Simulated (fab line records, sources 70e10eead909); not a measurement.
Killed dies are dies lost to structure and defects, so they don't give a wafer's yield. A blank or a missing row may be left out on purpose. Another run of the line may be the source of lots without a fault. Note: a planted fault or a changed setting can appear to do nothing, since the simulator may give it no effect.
Struck lot and sound lot, side by side | flow nandHarc | 14 steps out of a route of 1302
Sound: wafers L218.2, L218.4, L218.6. Struck: wafers L223.2, L223.6 (left out: L223.5, a lot-mate that was not struck); the cause follows at the end.
Each step with rows lists, per side, the tool, then ch with its chambers, then its first start. Under that, the readings that differ: sound wafers | struck wafers | difference of the means | sigmas: that difference in standard deviations of wafers without a fault.
alike: readings whose means differ by less than 2 such deviations, and words and numbers that are the same on both sides. not compared: withheld readings, readings that some wafer has no value for, bounds like >300 that may hide the same value, and numbers for which the record gives no deviation and whose values overlap.
The two part at a step that has a row with sigmas, a row that says differs or no value, or rows on one side only. When numbers do not overlap yet have no deviation, they are printed without sigmas and do not part them. A reading missing from all wafers of one side parts the sides only when that side holds two or more wafers.

NHARC_A_STAIRCASE_DESCUM_270: chemistry O2, time 3 s.
  sound on rieDiel-12 ch 1,2,3, day 20 02:13; struck on rieDiel-03 ch 1, day 22 07:11
reading                      | sound          | struck    | difference | sigmas
showerheadPlenumPTorr (Torr) | 1.94 1.82 1.85 | 2.07 2.07 | +0.20      | +2
  alike: drypumpMotorCurrentA, mfcArSccm, oesProductAu, rfVppV, throttleValvePct
  not compared: rfHoursCounterH
NHARC_A_STAIRCASE_ETCH_271: etches the open film in CF4/CHF3.
  sound on rieDiel-12 ch 0,1,3, day 20 02:22; struck on rieDiel-03 ch 2, day 22 07:15
  alike: drypumpMotorCurrentA, mfcArSccm, oesProductAu, rfVppV, showerheadPlenumPTorr, throttleValvePct
  not compared: rfHoursCounterH
then, 2 steps without rows for these wafers: NHARC_A_STAIRCASE_HM_OPEN_457 (chemistry O2/COS); NHARC_A_STAIRCASE_STRIP_458 (strips in O2/COS).
NHARC_A_STAIRCASE_ETCH_451: etches the open film in CF4/O2, target depth 30 nm, overetch 3 nm, time 16.5 s.
  sound on rieDiel-12 ch 1,2; struck on rieDiel-03 ch 0
reading                  | sound             | struck      | difference | sigmas
drypumpMotorCurrentA (A) | 5.7 5.4 5.4       | 6.2 6.2     | +0.7       | +2
mfcArSccm (sccm)         | 0 0.034 0.034     | 0 0         | +0         | -2
oesProductAu (a.u.)      | 0.982 0.983 0.988 | 1.032 1.029 | +0.046     | +4
  alike: oes_ar_750_au, rfVppV, showerheadPlenumPTorr, throttleValvePct
  not compared: rfHoursCounterH
then, 1 step without rows for these wafers: NHARC_A_STAIRCASE_ETCH_273 (etches the open film in C4F8/O2/Ar, target depth 10200 nm, time 2468.6 s).
NHARC_A_STAIRCASE_STRIP_274: strips in O2.
  sound on rieDiel-12 ch 2,3; struck on rieDiel-03 ch 0,2
reading          | sound             | struck | difference | sigmas
mfcArSccm (sccm) | 0.019 0.034 0.034 | 0 0    | +0         | -3
  alike: drypumpMotorCurrentA, oesProductAu, rfVppV, showerheadPlenumPTorr, throttleValvePct
  not compared: rfHoursCounterH
then, 3 steps without rows for these wafers: NHARC_A_STAIRCASE_STRIP_275 (strips in SPM, time 900 s); NHARC_A_STAIRCASE_PRECLEAN_276 (cleans in SC1); NHARC_A_STAIRCASE_SRD_277.
NHARC_A_STAIRCASE_HM_DEP_459: deposits aC, target thk 1500 nm.
  sound on aclDep-03 ch 0, day 20 06:25; struck on aclDep-03 ch 0, day 22 10:44
reading            | sound | struck        | difference                   | sigmas
susceptorTempC (C) | - - - | 400.13 400.12 | no value on the sound wafers | 
  alike: throttleValvePct
NHARC_A_STAIRCASE_DEP_280: deposits SiON, target thk 30 nm.
  sound on pecvd-01 ch 0, day 20 07:59; struck on pecvd-01 ch 0, day 22 12:19
reading            | sound             | struck      | difference | sigmas
heaterPowerW (W)   | 704 674 704       | 877 845     | +167       | +2
rfFwdPowerW (W)    | 349.8 348.4 350.2 | 208.9 208.7 | -140.7     | -99 or more
showerheadVppV (V) | 1163 1151 1170    | 892 883     | -274       | -9
  alike: susceptorTempC
  not compared: sinceWetCleanH
then, 1 step without rows for these wafers: NHARC_A_STAIRCASE_DEHYDRATE_281 (time 120 s).
NHARC_END_SORT_01:
  the record has rows for the sound wafers here (prober-01 ch 0, day 28 06:53) and none for the struck ones

WHERE THEY PART
Earliest at NHARC_A_STAIRCASE_DESCUM_270; latest, in this record, at NHARC_END_SORT_01.

WHY: whatever the simulator had introduced
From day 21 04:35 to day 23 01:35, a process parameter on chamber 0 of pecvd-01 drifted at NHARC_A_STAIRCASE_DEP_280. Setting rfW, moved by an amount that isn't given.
